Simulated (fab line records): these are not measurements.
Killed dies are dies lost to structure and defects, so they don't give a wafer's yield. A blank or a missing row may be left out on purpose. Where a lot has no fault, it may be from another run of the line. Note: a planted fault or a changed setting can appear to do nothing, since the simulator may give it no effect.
Chamber matching || flow n5-finfet || 4 sister chambers for N5_DUMMY_GATE_STRIP_41 on rie-diel-05
The step strips in O2. 30 wafers are shown with their chamber, then 12 later ones without.

== WAFERS, EACH WITH ITS CHAMBER ==
{"wafer": "L078.1", "chamber": 1, "showerhead-plenum-p-Torr (Torr)": 2.15, "drypump-motor-current-A (A)": 5.7, "throttle-valve-pct (%)": 16.60}
{"wafer": "L078.3", "chamber": 0, "showerhead-plenum-p-Torr (Torr)": 1.98, "drypump-motor-current-A (A)": 6.2, "throttle-valve-pct (%)": 16.82}
{"wafer": "L078.6", "chamber": 0, "showerhead-plenum-p-Torr (Torr)": 1.98, "drypump-motor-current-A (A)": 6.2, "throttle-valve-pct (%)": 16.83}
{"wafer": "L080.1", "chamber": 0, "showerhead-plenum-p-Torr (Torr)": 1.98, "drypump-motor-current-A (A)": 6.1, "throttle-valve-pct (%)": 16.83}
{"wafer": "L080.2", "chamber": 2, "showerhead-plenum-p-Torr (Torr)": 2.16, "drypump-motor-current-A (A)": 5.0, "throttle-valve-pct (%)": 16.92}
{"wafer": "L080.3", "chamber": 1, "showerhead-plenum-p-Torr (Torr)": 2.15, "drypump-motor-current-A (A)": 5.7, "throttle-valve-pct (%)": 16.63}
{"wafer": "L080.4", "chamber": 3, "showerhead-plenum-p-Torr (Torr)": 2.20, "drypump-motor-current-A (A)": 5.6, "throttle-valve-pct (%)": 16.46}
{"wafer": "L080.5", "chamber": 3, "showerhead-plenum-p-Torr (Torr)": 2.20, "drypump-motor-current-A (A)": 5.6, "throttle-valve-pct (%)": 16.45}
{"wafer": "L080.6", "chamber": 2, "showerhead-plenum-p-Torr (Torr)": 2.16, "drypump-motor-current-A (A)": 5.0, "throttle-valve-pct (%)": 16.95}
{"wafer": "L081.1", "chamber": 0, "showerhead-plenum-p-Torr (Torr)": 1.98, "drypump-motor-current-A (A)": 6.2, "throttle-valve-pct (%)": 16.82}
{"wafer": "L081.2", "chamber": 2, "showerhead-plenum-p-Torr (Torr)": 2.16, "drypump-motor-current-A (A)": 5.0, "throttle-valve-pct (%)": 16.96}
{"wafer": "L081.3", "chamber": 3, "showerhead-plenum-p-Torr (Torr)": 2.20, "drypump-motor-current-A (A)": 5.6, "throttle-valve-pct (%)": 16.47}
{"wafer": "L083.1", "chamber": 3, "showerhead-plenum-p-Torr (Torr)": 2.20, "drypump-motor-current-A (A)": 5.6, "throttle-valve-pct (%)": 16.47}
{"wafer": "L083.2", "chamber": 2, "showerhead-plenum-p-Torr (Torr)": 2.16, "drypump-motor-current-A (A)": 5.0, "throttle-valve-pct (%)": 16.95}
{"wafer": "L083.3", "chamber": 0, "showerhead-plenum-p-Torr (Torr)": 1.98, "drypump-motor-current-A (A)": 6.1, "throttle-valve-pct (%)": 16.83}
{"wafer": "L083.4", "chamber": 1, "showerhead-plenum-p-Torr (Torr)": 2.15, "drypump-motor-current-A (A)": 5.7, "throttle-valve-pct (%)": 16.63}
{"wafer": "L083.5", "chamber": 3, "showerhead-plenum-p-Torr (Torr)": 2.19, "drypump-motor-current-A (A)": 5.6, "throttle-valve-pct (%)": 16.46}
{"wafer": "L083.6", "chamber": 2, "showerhead-plenum-p-Torr (Torr)": 2.16, "drypump-motor-current-A (A)": 5.0, "throttle-valve-pct (%)": 16.96}
{"wafer": "L084.1", "chamber": 3, "showerhead-plenum-p-Torr (Torr)": 2.19, "drypump-motor-current-A (A)": 5.6, "throttle-valve-pct (%)": 16.46}
{"wafer": "L084.2", "chamber": 1, "showerhead-plenum-p-Torr (Torr)": 2.15, "drypump-motor-current-A (A)": 5.7, "throttle-valve-pct (%)": 16.64}
{"wafer": "L084.3", "chamber": 0, "showerhead-plenum-p-Torr (Torr)": 1.98, "drypump-motor-current-A (A)": 6.2, "throttle-valve-pct (%)": 16.84}
{"wafer": "L084.4", "chamber": 2, "showerhead-plenum-p-Torr (Torr)": 2.16, "drypump-motor-current-A (A)": 5.0, "throttle-valve-pct (%)": 16.96}
{"wafer": "L084.5", "chamber": 2, "showerhead-plenum-p-Torr (Torr)": 2.16, "drypump-motor-current-A (A)": 5.0, "throttle-valve-pct (%)": 16.95}
{"wafer": "L084.6", "chamber": 1, "showerhead-plenum-p-Torr (Torr)": 2.15, "drypump-motor-current-A (A)": 5.7, "throttle-valve-pct (%)": 16.64}
{"wafer": "L086.2", "chamber": 0, "showerhead-plenum-p-Torr (Torr)": 1.98, "drypump-motor-current-A (A)": 6.1, "throttle-valve-pct (%)": 16.85}
{"wafer": "L086.3", "chamber": 1, "showerhead-plenum-p-Torr (Torr)": 2.15, "drypump-motor-current-A (A)": 5.7, "throttle-valve-pct (%)": 16.65}
{"wafer": "L086.4", "chamber": 3, "showerhead-plenum-p-Torr (Torr)": 2.19, "drypump-motor-current-A (A)": 5.6, "throttle-valve-pct (%)": 16.46}
{"wafer": "L089.1", "chamber": 2, "showerhead-plenum-p-Torr (Torr)": 2.16, "drypump-motor-current-A (A)": 5.0, "throttle-valve-pct (%)": 16.96}
{"wafer": "L089.5", "chamber": 3, "showerhead-plenum-p-Torr (Torr)": 2.19, "drypump-motor-current-A (A)": 5.6, "throttle-valve-pct (%)": 16.49}
{"wafer": "L089.6", "chamber": 2, "showerhead-plenum-p-Torr (Torr)": 2.16, "drypump-motor-current-A (A)": 5.0, "throttle-valve-pct (%)": 16.98}

SIGNATURES (means of the wafers above)
{"reading": "showerhead-plenum-p-Torr", "chamber 0": 1.9800, "chamber 1": 2.1500, "chamber 2": 2.1600, "chamber 3": 2.1950, "scatter within a chamber": 0.00277}
{"reading": "drypump-motor-current-A", "chamber 0": 6.157, "chamber 1": 5.700, "chamber 2": 5.000, "chamber 3": 5.600, "scatter within a chamber": 0.0257}
{"reading": "throttle-valve-pct", "chamber 0": 16.8314, "chamber 1": 16.6317, "chamber 2": 16.9544, "chamber 3": 16.4650, "scatter within a chamber": 0.0141}
Rule: distance of a wafer from a chamber = root of the sum over the readings of ((wafer's reading minus chamber's mean) / reading's scatter) squared. The wafer belongs to the nearest chamber; if the next one is less than 2 further off, it can't be placed. The scatter: take each reading less its chamber's mean, square it, sum over the shown wafers, divide by the number of wafers less the number of chambers, and take the root.

== WAFERS MISSING THEIR CHAMBER ==
{"wafer": "L091.1", "showerhead-plenum-p-Torr (Torr)": 2.19, "drypump-motor-current-A (A)": 5.6, "throttle-valve-pct (%)": 16.51}
{"wafer": "L091.2", "showerhead-plenum-p-Torr (Torr)": 2.14, "drypump-motor-current-A (A)": 5.7, "throttle-valve-pct (%)": 16.66}
{"wafer": "L091.3", "showerhead-plenum-p-Torr (Torr)": 2.15, "drypump-motor-current-A (A)": 5.0, "throttle-valve-pct (%)": 16.98}
{"wafer": "L091.4", "showerhead-plenum-p-Torr (Torr)": 2.19, "drypump-motor-current-A (A)": 5.6, "throttle-valve-pct (%)": 16.49}
{"wafer": "L091.5", "showerhead-plenum-p-Torr (Torr)": 2.15, "drypump-motor-current-A (A)": 5.0, "throttle-valve-pct (%)": 16.98}
{"wafer": "L091.6", "showerhead-plenum-p-Torr (Torr)": 2.14, "drypump-motor-current-A (A)": 5.7, "throttle-valve-pct (%)": 16.64}
{"wafer": "L092.1", "showerhead-plenum-p-Torr (Torr)": 2.15, "drypump-motor-current-A (A)": 5.0, "throttle-valve-pct (%)": 16.99}
{"wafer": "L092.2", "showerhead-plenum-p-Torr (Torr)": 2.14, "drypump-motor-current-A (A)": 5.7, "throttle-valve-pct (%)": 16.65}
{"wafer": "L092.5", "showerhead-plenum-p-Torr (Torr)": 2.14, "drypump-motor-current-A (A)": 5.7, "throttle-valve-pct (%)": 16.67}
{"wafer": "L093.2", "showerhead-plenum-p-Torr (Torr)": 2.15, "drypump-motor-current-A (A)": 5.0, "throttle-valve-pct (%)": 16.99}
{"wafer": "L093.4", "showerhead-plenum-p-Torr (Torr)": 2.14, "drypump-motor-current-A (A)": 5.7, "throttle-valve-pct (%)": 16.66}
{"wafer": "L093.6", "showerhead-plenum-p-Torr (Torr)": 2.14, "drypump-motor-current-A (A)": 5.7, "throttle-valve-pct (%)": 16.66}

== WHICH CHAMBER EACH WENT THROUGH ==
{"wafer": "L091.1", "from the rows above": 3, "in truth": 3}
{"wafer": "L091.2", "from the rows above": 1, "in truth": 1}
{"wafer": "L091.3", "from the rows above": 2, "in truth": 2}
{"wafer": "L091.4", "from the rows above": 3, "in truth": 3}
{"wafer": "L091.5", "from the rows above": 2, "in truth": 2}
{"wafer": "L091.6", "from the rows above": 1, "in truth": 1}
{"wafer": "L092.1", "from the rows above": 2, "in truth": 2}
{"wafer": "L092.2", "from the rows above": 1, "in truth": 1}
{"wafer": "L092.5", "from the rows above": 1, "in truth": 1}
{"wafer": "L093.2", "from the rows above": 2, "in truth": 2}
{"wafer": "L093.4", "from the rows above": 1, "in truth": 1}
{"wafer": "L093.6", "from the rows above": 1, "in truth": 1}
Correctly placed: 12 of 12. Can't be placed from these rows: 0. Placed wrongly: 0.
